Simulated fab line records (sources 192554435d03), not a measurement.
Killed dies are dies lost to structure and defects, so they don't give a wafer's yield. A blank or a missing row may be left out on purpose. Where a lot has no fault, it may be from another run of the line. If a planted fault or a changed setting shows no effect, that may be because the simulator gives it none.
The tool behind it: which one? / flow n5Finfet / 24 wafers from 8 lots sampled at 3 of the route's 1938 steps

WHAT EACH GAUGE READ, for each wafer
N5_WELL_APT_INSPECT_10: inspects for defects (macro).
lot=L828; measured=day 1 13:44; on=defectInspect-01; rawDefectCount=3 1 1
lot=L837; measured=day 3 19:50; on=defectInspect-01; rawDefectCount=0 3 1
lot=L840; measured=day 4 13:45; on=defectInspect-02; rawDefectCount=>300 >300 >300
lot=L841; measured=day 4 19:39; on=defectInspect-02; rawDefectCount=>300 >300 >300
lot=L843; measured=day 5 07:46; on=defectInspect-02; rawDefectCount=>300 >300 >300
lot=L845; measured=day 5 19:44; on=defectInspect-02; rawDefectCount=1 4 0
lot=L850; measured=day 7 01:59; on=defectInspect-02; rawDefectCount=3 0 2
lot=L851; measured=day 7 07:44; on=defectInspect-02; rawDefectCount=0 1 2

WHAT TOOL EACH LOT RAN ON (gives the tool, then ch and the chambers of the sampled wafers, and finally the start)
lot=L828; N5_ZERO_LAYER_ETCH_17=rieDiel-02 ch 1,2, day 1 12:50; N5_ZERO_LAYER_STRIP_24=plasmaAsher-01 ch 0,1, day 1 13:01
lot=L837; N5_ZERO_LAYER_ETCH_17=rieDiel-02 ch 0,3, day 3 18:44; N5_ZERO_LAYER_STRIP_24=plasmaAsher-01 ch 0,1, day 3 18:58
lot=L840; N5_ZERO_LAYER_ETCH_17=rieDiel-01 ch 1,2,3, day 4 12:44; N5_ZERO_LAYER_STRIP_24=plasmaAsher-01 ch 0,1, day 4 12:55
lot=L841; N5_ZERO_LAYER_ETCH_17=rieDiel-06 ch 1,2,3, day 4 18:44; N5_ZERO_LAYER_STRIP_24=plasmaAsher-01 ch 0,1, day 4 18:55
lot=L843; N5_ZERO_LAYER_ETCH_17=rieDiel-01 ch 0,1,2, day 5 06:43; N5_ZERO_LAYER_STRIP_24=plasmaAsher-01 ch 0,1, day 5 06:53
lot=L845; N5_ZERO_LAYER_ETCH_17=rieDiel-06 ch 0,3, day 5 18:50; N5_ZERO_LAYER_STRIP_24=plasmaAsher-02 ch 1, day 5 19:01
lot=L850; N5_ZERO_LAYER_ETCH_17=rieDiel-06 ch 0,1,3, day 7 01:05; N5_ZERO_LAYER_STRIP_24=plasmaAsher-02 ch 0, day 7 01:16
lot=L851; N5_ZERO_LAYER_ETCH_17=rieDiel-06 ch 0,1, day 7 06:50; N5_ZERO_LAYER_STRIP_24=plasmaAsher-02 ch 0,1, day 7 07:01
- N5_ZERO_LAYER_ETCH_17: etches SiO2 in CF4, target depth 12 nm, time 13.3 s.
- N5_ZERO_LAYER_STRIP_24: strips in O2.

THE ANSWER, worked out from the rows above alone
Rule: the lots themselves supply what counts as usual. Put in order of their means at a reading, lots are off if they are a third of the lots or fewer, leave a main group of 4 or more, and stand apart from it by a gap of 3 or more times the standard deviation of the main group's means; of several such gaps the widest counts. A main group is skipped when, at the precision printed for the reading in the tables above, its means are all equal. A lot without any number at a reading at which 4 lots or more have one is off too. The other lots that the step has rows for count as sound.
Off: L840, L841, L843 (N5_WELL_APT_INSPECT_10, rawDefectCount). Without a number there: L840, L841, L843. Mean 1.5 and standard deviation 0.27 in the main group.
If a tool, at a process step before that reading, ran all the lots that are off and no sound lot after the first of them, it fits. Gauges at N5_WELL_APT_INSPECT_10: tried the same way as those tools. One candidate fits, namely plasmaAsher-01 at N5_ZERO_LAYER_STRIP_24. A fault onset in the window from L837 (day 3 18:58, its last sound lot) to L840 (day 4 12:55, its first lot off) fits.

WHAT THE SIMULATOR HAD PUT IN
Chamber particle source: plasmaAsher-01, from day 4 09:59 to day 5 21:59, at N5_ZERO_LAYER_STRIP_24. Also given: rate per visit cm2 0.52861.
Struck lots among those shown: L840, L841, L843. Same finding as the rule above.
